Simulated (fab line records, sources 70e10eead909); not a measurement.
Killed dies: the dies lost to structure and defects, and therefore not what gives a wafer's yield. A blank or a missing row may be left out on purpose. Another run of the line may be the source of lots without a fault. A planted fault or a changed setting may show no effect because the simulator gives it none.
A struck lot beside a sound one || flow nandHarc || 21 out of 1302 route steps
Sound: the wafers L398.1, L398.2, L398.4. Wafers L394.1, L394.2, L394.3 were the ones struck. The cause is named last.
At each step with rows: each side's tool, then ch and its chambers, then its first start. Under that, the readings that differ: sound wafers || struck wafers || difference of the means || sigmas: that difference in standard deviations of wafers without a fault.
alike: readings whose means differ by less than 2 such deviations, and words and numbers that are the same on both sides. not compared: withheld readings, readings that some wafer has no value for, bounds like >300 that may hide the same value, and numbers for which the record gives no deviation and whose values overlap.
The two part at a step that has a row with sigmas, a row that says differs or no value, or rows on one side only. Numbers that don't overlap but have no deviation are shown without sigmas and don't part them. A reading missing from all wafers of one side parts the sides only when that side holds two or more wafers.

NHARC_A_BLC_CMP_25: polishes, t overpolish 30 s, target thk 150 nm.
  sound on cmp-03 ch 0,1,2, day 28 08:19; struck on cmp-04 ch 0,1,3, day 27 03:58
{"reading": "timeToEndpointS (s)", "sound": "32 39 39", "struck": "25 26 24", "difference": -12, "sigmas": -3}
  alike: motorCurrentA, overpolishRunS
following that, these wafers have no rows for 1 step: NHARC_A_BLC_SRD_27.
NHARC_A_BLC_INSPECT_28:
  sound: defectInspect-01 at day 28 08:43; struck: defectInspect-01 at day 27 04:22
  alike: rawDefectCount
then, 8 steps without rows for these wafers: NHARC_A_M0_DEP_00 (deposits SiOC, target thk 150 nm); NHARC_A_M0_DEHYDRATE_01 (time 120 s); NHARC_A_M0_HMDS_02 (time 30 s); NHARC_A_M0_COAT_33 (time 65 s); NHARC_A_M0_COAT_03 (resist thk 90 nm); NHARC_A_M0_SOFTBAKE_04 (time 55 s); NHARC_A_M0_EBR_05; NHARC_A_M0_EXPOSE_06 (exposes mask A M0, target cd 80 nm).
NHARC_A_M0_PEB_07: peb time 65 s.
  sound on lithoTrack-01 ch 0, day 28 09:25; struck on lithoTrack-04 ch 0, day 27 05:12
{"reading": "heaterPowerTotalW (W)", "sound": "156.7 156.3 157.0", "struck": "154.7 155.4 154.8", "difference": -1.7, "sigmas": -4}
{"reading": "plateTempC (C)", "sound": "100.12 100.18 100.07", "struck": "99.24 99.23 99.37", "difference": -0.84, "sigmas": -6}
then, 1 step without rows for these wafers: NHARC_A_M0_DEVELOP_08 (develop time 35 s).
NHARC_A_M0_CD_MEAS_09: target cd 80 nm.
  sound on cdSem-01 ch 0, day 28 09:29; struck on cdSem-02 ch 0, day 27 05:17
  alike: cdNm
NHARC_A_M0_OVL_MEAS_10: pitch 160 nm.
  sound: overlay-01 at day 28 09:34; struck: overlay-02 at day 27 05:22
{"reading": "overlayYNm (nm)", "sound": "-0.7 -0.9 -1.2", "struck": "1.4 1.4 2.2", "difference": "+2.6", "sigmas": "+3"}
  alike: overlayXNm
NHARC_A_M0_INSPECT_11:
  sound: defectInspect-02 at day 28 09:37; struck: defectInspect-02 at day 27 05:25
  alike: rawDefectCount
NHARC_A_M0_DESCUM_14: chemistry O2, time 3 s.
  sound on rieDiel-05 ch 0,1,3, day 28 09:40; struck on rieDiel-05 ch 0,1,2, day 27 05:28
{"reading": "rfHoursCounterH (h)", "sound": "4.5 4.5 3.8", "struck": "1.0 2.2 1.9", "difference": -2.6, "sigmas": ""}
{"reading": "model.A_M0.cdNm (nm)", "sound": "81.54 79.46 80.18", "struck": "79.06 78.67 77.07", "difference": -2.13, "sigmas": ""}
  alike: chamberPressureMTorr, drypumpMotorCurrentA, oesProductAu, rfVppV, showerheadPlenumPTorr, throttleValvePct
NHARC_A_M0_ETCH_34: etches the open film in N2/H2, target depth 40 nm, overetch 12 nm, time 43.94 s.
  sound on rieDiel-05 ch 1,2,3, day 28 09:46; struck on rieDiel-05 ch 0,2,3, day 27 05:33
  alike: chamberPressureMTorr, drypumpMotorCurrentA, oesProductAu, rfVppV, showerheadPlenumPTorr, throttleValvePct
  not compared: rfHoursCounterH
NHARC_A_M0_ETCH_15: etches the open film in C4F8/Ar, target depth 150 nm, overetch 15 nm, time 82.5 s.
  sound: rieDiel-05 ch 0,1,3; struck: rieDiel-05 ch 1,2,3
{"reading": "rfHoursCounterH (h)", "sound": "4.5 4.5 3.8", "struck": "1.1 2.0 2.4", "difference": -2.4, "sigmas": ""}
{"reading": "model.A_M0.cdNm (nm)", "sound": "82.01 80.27 79.91", "struck": "79.25 78.7 77.82", "difference": -2.14, "sigmas": ""}
  alike: chamberPressureMTorr, oesProductAu, rfVppV
NHARC_A_M0_CD_MEAS_16:
  sound: cdSem-01 at day 28 09:59; struck: cdSem-01 at day 27 05:48
  alike: cdNm
NHARC_END_SORT_01:
  the record has rows for the sound wafers here (prober-01 ch 0, day 29 23:09) and none for the struck ones

== WHERE THEY PART ==
Last at NHARC_END_SORT_01 as far as this record goes, first at NHARC_A_BLC_CMP_25.

WHY: the cause the simulator had injected
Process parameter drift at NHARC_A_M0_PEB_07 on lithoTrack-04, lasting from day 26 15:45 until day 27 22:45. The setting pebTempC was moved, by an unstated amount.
